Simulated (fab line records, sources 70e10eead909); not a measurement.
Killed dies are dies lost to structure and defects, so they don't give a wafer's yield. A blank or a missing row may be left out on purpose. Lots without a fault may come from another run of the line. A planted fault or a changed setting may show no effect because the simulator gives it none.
fab line records | flow nand_harc
record lots=5 wafers=15 last_day=34
route steps=1302 shown P_M2@332
lots that met no fault: from a run of the same line without faults
start_h: hours from the record's first day to the start of the lot's first wafer shown | wait_h: hours since the lot's step before | " the same as in the row above | L1.1+2: a row that stands for several wafers | - no value, or no start given | * or withheld: withheld | < > ~ a bound
route shown NAME@n: a module of which the file shows steps, and the number in the route of the first | usual: mean/standard deviation of fault-free wafers | same: alike in all rows | chamber/n: place in a boat | sites: the reading at each site | _std_site: their standard deviation | _edge_site: outer sites' mean less inner sites' | radius_mm: how far each site lies from the wafer's centre | mask NAME#n: copy n | behind: the tool/chamber that last shaped the wafer | hold: why the lot was held/for how many hours/how that ended | device: the transistor (n, p or np) that didn't switch | end of line: the same wafers' tests at the end of the route | a step without rows: its recipe alone | killed: dies lost to structure and defects at the first sort, not the wafer's yield | map: a wafer's dies, x killed, . not, _ none there
set.NAME: the setting as run; set.NAME@STEP: as run at that earlier step | model.NAME: the simulator's own value behind a step, which no gauge read
lots at some steps of the route; a table a step, a row a wafer
services: from which hour (start_h, from the record's first day; less than 0 if before it) a tool's chamber was out of use, for how many hours, and why
## steps
# step NHARC_P_M2_ETCH_35
# recipe target_depth_a=400 overetch_a=120 time_s=43.94 ion_energy_ev=200 n2_flow_sccm=150 h2_flow_sccm=150 ar_flow_sccm=0 rf_w=400 bias_w=150 chemistry=N2/H2
# usual drypump_motor_current_A=5.74/0.27 h2_flow_sccm=150.0/0.42 oes_product_au=1.000/0.0071 rf_vpp_V=430.6/2.5 showerhead_plenum_p_Torr=2.05/0.086 throttle_valve_pct=14.172/0.0088
# columns lot.wafer tool chamber start_h wait_h drypump_motor_current_A h2_flow_sccm oes_product_au rf_hours_counter_h rf_vpp_V showerhead_plenum_p_Torr throttle_valve_pct
L326.3 rie_diel-13 2 143.48 0.1 5.06 149.4 1.011 9 432.0 2.13 14.174
L326.6 " 0 " " 6.10 149.9 0.998 - 430.8 2.06 14.175
L326.5 " 1 " " 5.42 150.2 0.999 - 434.1 2.20 14.171
L335.1 rie_diel-10 0 232.05 0.1 5.47 150.1 0.996 8 430.5 2.07 14.178
L335.2 " 2 " " 6.13 150.1 0.993 7 433.7 2.18 14.169
L335.5 " 0 " " 5.48 149.9 0.997 - 431.9 2.07 14.171
L338.4 rie_diel-10 3 277.20 0.1 5.61 149.4 0.992 1 433.6 2.10 14.172
L338.3 " 1 " " 6.04 150.9 0.997 1 427.7 1.97 14.181
L338.2 " 2 " " 6.15 150.1 0.992 1 433.7 2.18 14.185
L347.3 rie_diel-12 2 348.47 0.1 5.52 149.9 1.002 3 427.1 1.90 14.172
L347.4 " 0 " " 5.42 150.6 1.008 3 429.5 2.00 14.173
L347.6 " 2 " " 5.53 149.9 1.012 - 426.6 1.90 14.173
L348.3 rie_diel-10 1 362.24 0.1 6.06 150.2 0.989 7 427.5 1.97 14.180
L348.1 " 2 " " 6.13 150.1 0.997 5 434.0 2.18 14.177
L348.5 " 1 " " 6.05 150.8 0.986 - 427.6 1.97 14.170
# step NHARC_P_M2_ETCH_15
# recipe target_depth_a=1825 time_s=91.2 c4f8_flow_sccm=withheld ar_flow_sccm=400 rf_w=600 bias_w=300 chemistry=C4F8/Ar
# usual oes_product_au=0.949/0.024 rf_vpp_V=441.2/2.4
# columns lot.wafer tool chamber start_h wait_h oes_product_au rf_hours_counter_h rf_vpp_V
L326.3 rie_diel-13 2 - - 0.946 9 443.4
L326.6 " 2 " " 0.941 - 443.3
L326.5 " 3 " " 0.925 - 443.1
L335.2 rie_diel-10 1 - - 0.929 9 437.7
L335.1 " 2 " " 0.918 7 444.8
L335.5 " 0 " " 0.924 - 443.0
L338.4 rie_diel-10 0 - - 0.920 1 442.5
L338.3 " 1 " " 0.935 1 438.8
L338.2 " 3 " " 0.922 1 443.5
L347.4 rie_diel-12 2 - - 0.981 3 437.7
L347.3 " 1 " " 0.970 1 441.4
L347.6 " 3 " " 0.987 - 439.4
L348.1 rie_diel-10 0 - - 0.917 8 440.7
L348.3 " 3 " " 0.921 6 442.4
L348.5 " 0 " " 0.918 - 441.7
# step NHARC_P_M2_CD_MEAS_16
# usual cd_nm=169.8/0.61
# columns lot.wafer tool chamber start_h wait_h cd_nm
L326.3 cd_sem-03 - 144.19 - 168.9
L326.5 " - " " 168.9
L326.6 " - " " 169.3
L335.1 cd_sem-01 - 232.27 - 169.0
L335.2 " - " " 168.8
L335.5 " - " " 169.5
L338.2 cd_sem-01 - 277.42 - 170.1
L338.3 " - " " 169.2
L338.4 " - " " 169.7
L347.3 cd_sem-01 - 348.69 - 170.5
L347.4 " - " " 169.5
L347.6 " - " " 169.8
L348.1 cd_sem-02 - 362.47 - 168.9
L348.3 " - " " 169.6
L348.5 " - " " 169.2
# step NHARC_P_M2_STRIP_18
# recipe power_w=1000 n2_flow_sccm=150 h2_flow_sccm=150 ar_flow_sccm=0 bias_w=0 chemistry=N2/H2
# step NHARC_P_M2_ETCH_28
# recipe target_depth_a=300 over_etch_frac=0.3 time_s=72.99 ion_energy_ev=150 cf4_flow_sccm=50 n2_flow_sccm=100 ar_flow_sccm=150 rf_w=300 bias_w=100 chemistry=CF4/N2
# usual drypump_motor_current_A=5.7/0.33 oes_product_au=1.000/0.0075 rf_vpp_V=314.9/1.6 showerhead_plenum_p_Torr=2.67/0.092 throttle_valve_pct=19.793/0.0094
# columns lot.wafer tool chamber start_h wait_h drypump_motor_current_A oes_product_au rf_hours_counter_h rf_vpp_V showerhead_plenum_p_Torr throttle_valve_pct
L326.3 rie_diel-10 0 - - 5.5 0.989 4 314.9 2.66 19.797
L326.6 " 0 " " 5.5 0.998 - 314.4 2.66 19.786
L326.5 " 1 " " 6.1 1.003 - 313.1 2.55 19.780
L335.1 rie_diel-13 0 - - 6.1 1.002 3 314.9 2.65 19.797
L335.2 " 1 " " 5.4 0.990 3 316.7 2.81 19.818
L335.5 " 0 " " 6.1 0.999 - 314.3 2.65 19.794
L338.3 rie_diel-10 0 - - 5.5 0.994 1 314.1 2.66 19.792
L338.4 " 1 " " 6.1 1.000 1 312.5 2.55 19.790
L338.2 " 2 " " 6.1 0.995 1 315.1 2.79 19.790
L347.3 rie_diel-10 0 - - 5.5 0.992 7 314.1 2.66 19.810
L347.6 " 1 " " 6.0 0.990 - 311.5 2.54 19.792
L347.4 " 3 " " 5.6 0.994 - 315.0 2.70 19.798
L348.3 rie_diel-12 0 - - 5.4 1.000 4 313.5 2.58 19.799
L348.1 " 2 " " 5.5 1.011 4 310.7 2.45 19.794
L348.5 " 2 " " 5.5 1.012 - 311.1 2.45 19.776
# step NHARC_P_M2_STRIP_19
# recipe time_s=600 temp_c=30 chemistry=post_etch_residue_remover
# step NHARC_P_M2_DEGAS_29
# recipe temp_c=250 time_s=60
# usual heater_power_w=362/26 susceptor_temp_C=249.99/0.17
# columns lot.wafer tool chamber start_h wait_h heater_power_w susceptor_temp_C
L326.3 pvd_sputter-03 - 144.90 - 372 250.17
L326.5 " - " " 371 249.84
L326.6 " - " " 356 249.80
L335.1 pvd_sputter-02 - 232.98 - 323 249.68
L335.2 " - " " 382 250.00
L335.5 " - " " 363 249.89
L338.3 pvd_sputter-03 - 278.13 - 351 249.79
L338.4 " - " " 378 249.95
L338.2 " - " " 363 249.63
L347.3 pvd_sputter-02 - 349.91 - 327 249.74
L347.4 " - " " 339 250.13
L347.6 " - " " 314 250.14
L348.1 pvd_sputter-01 - 363.24 - 322 -
L348.3 " - " " 383 -
L348.5 " - " " 379 -
# step NHARC_P_M2_PRE_CLEAN_30
# recipe time_s=30 temp_c=280 gas=H2/He
# step NHARC_P_M2_PVD_20
# recipe target_thk_a=50 bias_v=168.6 power_w=15000 chamber_pressure_pa=0.12 time_s=8.06 substrate_temp_c=50 material=TaN
# usual throttle_valve_pct=30.1/1.2
# columns lot.wafer tool chamber start_h wait_h throttle_valve_pct
L326.3 pvd_sputter-03 - - - 29.6
L326.6 " - " " 29.6
L326.5 " - " " 30.1
L335.2 pvd_sputter-02 - - - 28.7
L335.1 " - " " 32.1
L335.5 " - " " 31.5
L338.3 pvd_sputter-03 - - - 29.5
L338.2 " - " " 30.5
L338.4 " - " " 28.9
L347.3 pvd_sputter-02 - - - 32.1
L347.4 " - " " 30.2
L347.6 " - " " 32.0
L348.3 pvd_sputter-01 - - - 31.1
L348.1 " - " " 28.9
L348.5 " - " " 30.9
# step NHARC_P_M2_PVD_21
# recipe target_thk_a=300 chamber_pressure_pa=5 power_w=5000 substrate_temp_c=30 time_s=20.49 material=Cu
# step NHARC_P_M2_ECD_22
# recipe target_thk_a=4000 bath_temp_c=25 material=Cu
# step NHARC_P_M2_ANNEAL_31
# recipe temp_c=225 time_s=90
# step NHARC_P_M2_CMP_23
# recipe t_overpolish_s=20 target_thk_nm=144.3
# usual motor_current_A=11.7/0.98 time_to_endpoint_s=29.7/2.3
# columns lot.wafer tool chamber start_h wait_h motor_current_A time_to_endpoint_s
L326.3 cmp-04 1 146.01 - 12.7 27.7
L326.6 " 0 " " 12.1 28.1
L326.5 " 1 " " 12.5 28.6
L335.2 cmp-04 1 234.06 - 12.3 27.1
L335.1 " 2 " " 12.4 26.8
L335.5 " 1 " " 13.0 24.7
L338.2 cmp-03 1 279.22 - 11.2 33.5
L338.4 " 2 " " 11.5 33.1
L338.3 " 0 " " 12.6 37.2
L347.4 cmp-03 3 351.09 - 10.5 29.1
L347.3 " 0 " " 12.2 25.0
L347.6 " 3 " " 11.1 26.3
L348.3 cmp-04 3 364.34 - 10.9 29.0
L348.1 " 0 " " 12.5 27.0
L348.5 " 3 " " 11.1 29.0
# step NHARC_P_M2_THK_MEAS_24
# recipe thk_meas_gauge=xrf
# usual thk_nm=144.5/1.2
# columns lot.wafer tool chamber start_h wait_h thk_nm
L326.3 film_metro-01 - 146.30 - 143.2
L326.5 " - " " 145.4
L326.6 " - " " 145.9
L335.1 film_metro-01 - 234.38 - 143.5
L335.2 " - " " 144.1
L335.5 " - " " 143.9
L338.2 film_metro-01 - 279.53 - 147.6
L338.3 " - " " 150.3
L338.4 " - " " 146.5
L347.3 film_metro-01 - 351.38 - 144.8
L347.4 " - " " 143.6
L347.6 " - " " 143.7
L348.1 film_metro-01 - 364.65 - 145.8
L348.3 " - " " 146.5
L348.5 " - " " 144.8
# step NHARC_P_M2_SRD_25
# step NHARC_P_M2_INSPECT_27
# usual raw_defect_count=314/100
# columns lot.wafer tool chamber start_h wait_h raw_defect_count
L326.3 defect_inspect-02 - 146.45 0.0 294
L326.5 " - " " 254
L326.6 " - " " 241
L335.1 defect_inspect-01 - 234.54 0.0 331
L335.2 " - " " 502
L335.5 " - " " 338
L338.2 defect_inspect-02 - 279.69 0.0 337
L338.3 " - " " 4746
L338.4 " - " " 252
L347.3 defect_inspect-02 - 351.54 0.0 274
L347.4 " - " " 191
L347.6 " - " " 195
L348.1 defect_inspect-02 - 364.81 0.0 444
L348.3 " - " " 344
L348.5 " - " " 299
# step NHARC_P_M2_PRE_CLEAN_32
# recipe time_s=12 temp_c=370 rf_power_w=300 gas=NH3
## services
# columns tool chamber start_h hours kind
rie_diel-10 2 132.29 2.6 repair
rie_diel-13 - 165.05 9.0 pm
pvd_sputter-03 - 170.00 10.0 pm
cmp-04 - 179.26 1.1 repair
cmp-04 - 185.88 0.6 repair
cmp-04 - 209.00 4.0 pm
rie_diel-13 1 211.78 4.5 repair
rie_diel-13 - 224.48 1.4 repair
rie_diel-12 - 238.32 0.4 repair
rie_diel-10 - 242.50 9.0 pm
pvd_sputter-03 - 246.90 2.3 repair
rie_diel-10 - 261.09 1.0 repair
rie_diel-12 - 268.56 9.0 pm
rie_diel-12 1 282.79 38.4 repair
rie_diel-12 2 286.14 3.1 repair
pvd_sputter-02 - 286.53 10.0 pm
cmp-04 - 300.42 0.8 repair
cmp-04 - 307.00 4.0 pm
pvd_sputter-03 - 318.58 0.9 repair
rie_diel-12 - 335.32 3.6 repair
rie_diel-13 - 342.05 9.0 pm
rie_diel-10 2 346.46 3.2 repair
pvd_sputter-03 - 348.00 10.0 pm
rie_diel-12 1 354.04 11.7 repair
## key
first_sign step=NHARC_P_M2_CMP_23 reading=time_to_endpoint_s direction=up sigmas=3.2 usual=* struck=*
effect step=NHARC_P_M2_THK_MEAS_24 reading=thk_nm direction=up sigmas=4.7 usual=144.5 struck=150.3
effect step=NHARC_P_M2_INSPECT_27 reading=raw_defect_count direction=up sigmas=43 usual=314 struck=4746
met_at NHARC_P_M2_CMP_23
struck_wafers L338.3
later_rows_left_out L338.3
sort_left_out L338.3
fault kind=process_parameter_drift tool=cmp-03 chamber=0 onset_h=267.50 steps=NHARC_P_M2_CMP_23 channel=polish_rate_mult offset=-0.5 shape=step end_h=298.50
# sort_left_out: the simulated sort isn't trusted on such a fault, so these wafers' sort isn't shown, and their yield isn't known
# later_rows_left_out: the simulator's readings of these wafers behind a module that went badly wrong aren't trusted and aren't shown, but for the sort
